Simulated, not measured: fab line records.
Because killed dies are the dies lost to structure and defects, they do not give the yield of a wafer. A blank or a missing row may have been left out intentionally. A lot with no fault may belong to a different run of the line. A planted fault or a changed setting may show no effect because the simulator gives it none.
Split-lot trial | flow n5 finfet | 21 wafers read across 7 lots, on a route 1938 steps long

## THE SPLIT
At N5_BEOL_M0_SAQP_COAT_08 (resist thk 90 nm), the setting spin rpm was moved away from the recipe's 1500 rpm on 4 of the 21 wafers read, by -9.7% to -7.5%. The other wafers ran this setting at the recipe's value.

The split's own step is where the reading is taken.

## THE READING
CAR-ArF_of_BEOL_M0_SAQP_COAT_08.thk nm (the simulator's own value, which no gauge read), in nm, at N5_BEOL_M0_SAQP_COAT_08 (resist thk 90 nm). The file does not state a usual value for it. Average 90.2 nm, standard deviation 0.17 nm, over the 17 wafers here run with the recipe.

wafer  | tool, chamber at the split | spin rpm as run, rpm | against the recipe | CAR-ArF_of_BEOL_M0_SAQP_COAT_08.thk nm, nm | against lot-mates on the recipe
L079.1 | litho track-01, 0          | 1500                 | recipe             | 90.4                                       | -
L079.2 | litho track-01, 0          | 1500                 | recipe             | 90.2                                       | -
L079.3 | litho track-01, 0          | 1500                 | recipe             | 90.2                                       | -
L080.3 | litho track-03, 0          | 1500                 | recipe             | 90.2                                       | -
L080.4 | litho track-03, 0          | 1370                 | -8.7%              | 94.2                                       | +4.0
L080.6 | litho track-03, 0          | 1370                 | -8.7%              | 94                                         | +3.8
L081.1 | litho track-04, 0          | 1500                 | recipe             | 90                                         | -
L081.4 | litho track-04, 0          | 1500                 | recipe             | 90.4                                       | -
L081.6 | litho track-04, 0          | 1354                 | -9.7%              | 95                                         | +4.8
L082.2 | litho track-01, 0          | 1500                 | recipe             | 90                                         | -
L082.4 | litho track-01, 0          | 1500                 | recipe             | 90                                         | -
L082.3 | litho track-01, 0          | 1500                 | recipe             | 90.2                                       | -
L088.3 | litho track-01, 0          | 1500                 | recipe             | 90.2                                       | -
L088.4 | litho track-01, 0          | 1500                 | recipe             | 90.2                                       | -
L088.6 | litho track-01, 0          | 1500                 | recipe             | 90.4                                       | -
L096.1 | litho track-04, 0          | 1500                 | recipe             | 90.4                                       | -
L096.5 | litho track-04, 0          | 1500                 | recipe             | 90.4                                       | -
L096.6 | litho track-04, 0          | 1500                 | recipe             | 90.6                                       | -
L097.4 | litho track-03, 0          | 1387                 | -7.5%              | 93.8                                       | +3.7
L097.5 | litho track-03, 0          | 1500                 | recipe             | 90                                         | -
L097.6 | litho track-03, 0          | 1500                 | recipe             | 90.2                                       | -

THE FIT
A straight line over all 21 wafers: CAR-ArF_of_BEOL_M0_SAQP_COAT_08.thk nm changes by -0.465 nm for each +1% of spin rpm; r = -0.99; the points scatter about the line by 0.18 nm.
The same after taking each lot's own level away (the mean of its wafers on the recipe; 21 wafers): -0.471 nm for each +1%; r = -1.00; scatter 0.14 nm.
According to that fit, moving spin rpm by its largest amount changes the reading by 4.6 nm.
Measured against the standard deviation above, the lots' own levels, which go from 90.07 to 90.47 nm, span 2.3 times it.
Hence the lot-to-lot level has little effect on the slope; both slopes agree.
Check: with one of the wafers moved furthest among these (-9.7%) left out of the fit, the line predicts +4.49 nm for it against its lot-mates. Against them it came out at +4.8 nm.

## THESE WAFERS: OTHER SPLITS
Before the reading, these wafers also passed through other splits. Each is held against what the fit with the lots' levels taken away leaves over:
other split on the same wafers       | wafers away from the commonest value | r with CAR-ArF_of_BEOL_M0_SAQP_COAT_08.thk nm (lot level and that fit taken away)
N5_HKMG_FIN_PEB_47 peb time s        | 6                                    | +0.03
N5_GATE_CUT_COAT_27 spin rpm         | 8                                    | -0.15
N5_GATE_CUT_DESCUM_18 time s         | 7                                    | +0.16
N5_MOL_CONTACT_COAG_ETCH_15 source w | 4                                    | -0.37

## FILE'S OWN FIT
CAR-ArF_of_BEOL_M0_SAQP_COAT_08.thk nm changes by -0.478 nm for each +1% of spin rpm, r = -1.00.
